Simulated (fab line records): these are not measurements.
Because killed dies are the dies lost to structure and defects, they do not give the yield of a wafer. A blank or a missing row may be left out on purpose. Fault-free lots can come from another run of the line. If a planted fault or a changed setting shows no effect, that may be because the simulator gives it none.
Code-filled problem report in 8D (eight disciplines) form | flow n5_finfet | the parts of the form that need people (team, actions taken, sign-off) are left out

== 1. THE ISSUE ==
Mean of etch_rf_on_time_s at N5_SD_EPI_P_ETCH_36: 55.3 s across 4 wafers in 2 lots; on wafers with no fault it is 76.2 s (standard deviation 1.6). Measured from the usual mean, that is -13 standard deviations.
The step: etches SiARC in CF4, target depth 45.5 nm, time 75.8 s.
Seen first at day 7 15:22 on rie_diel-05, wafer L857.1. Wafers with a number at this step in the record: 28, from 10 lots. Rule for "out", or "out of limits": more than 4 standard deviations from the usual mean. The other wafers with a number count as sound.

== 2. WHAT IT IS AND WHAT IT IS NOT ==
question                    | is                     | is not
which readings at this step | etch_rf_on_time_s      | drypump_motor_current_A, rf_vpp_V, showerhead_plenum_p_Torr, throttle_valve_pct
which lots                  | L857, L861             | L843, L844, L847, L848, L849, L850, L851, L862
which wafers of those lots  | all that have a number | -
read on which tools         | rie_diel-05            | rie_diel-02, rie_diel-04
when                        | from day 7 15:22       | up to then (21 sound wafers); but 3 sound wafers of L862 came after

== 3. WHAT RULES OUT EACH SUSPECT ==
Counting: a tool stays on the suspect list if, at a process step up to the reading, it processed all lots that are out and no sound lot following the first of them.
- epi_rpcvd-04 at N5_SD_EPI_N_VAPOR_ETCH_50 (etches Si in HCl, time 54 s): kept. All lots that are out passed through it, beginning with L857 at day 7 12:04, and no sound lot followed; its final sound lot before that point was L850 at day 5 15:32.
- rie_diel-05 at N5_SD_EPI_P_ETCH_36 (etches SiARC in CF4, target depth 45.5 nm, time 75.8 s): kept. All lots that are out passed through it, beginning with L857 at day 7 15:22, and no sound lot followed; its final sound lot before that point was L851 at day 5 22:57. Out on those wafers are its own readings of etch_rf_on_time_s.
Remaining after the count are epi_rpcvd-04 at N5_SD_EPI_N_VAPOR_ETCH_50 and rie_diel-05 at N5_SD_EPI_P_ETCH_36.

== 4. THE CAUSE (what the simulator had put in) ==
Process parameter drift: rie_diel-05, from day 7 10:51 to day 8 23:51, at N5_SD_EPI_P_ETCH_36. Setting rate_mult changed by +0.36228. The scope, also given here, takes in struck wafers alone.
Counting left 2 suspects, and this tool is among them.

== 5. THE EFFECT CHAIN, in route order ==
Rows list readings where the struck wafers' mean (over those with a number) sits beyond 3 standard deviations from the usual. Scope: only readings with a usual standard deviation given in the record; hours: median across lots of the time from each lot's start at the first step in this table that gives one to its start at this step; sigmas: change in usual standard deviations.
hours | step                | reading           | usual  | on struck wafers | change | sigmas
0     | N5_SD_EPI_P_ETCH_36 | etch_rf_on_time_s | 76.2 s | 55.3             | -20.9  | -13
Here are the process steps it includes:
- N5_SD_EPI_P_ETCH_36: etches SiARC in CF4, target depth 45.5 nm, time 75.8 s.
Later steps that measure or inspect, where all struck wafers having a row at the step show a number for every such reading and not one has moved that far: N5_BEOL_M4_RC_MEAS_101.

== 6. HOW IT WOULD HAVE BEEN CAUGHT EARLIER ==
In this record the first reading out of limits was taken at day 7 15:22, 5 hours after the fault began at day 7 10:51.
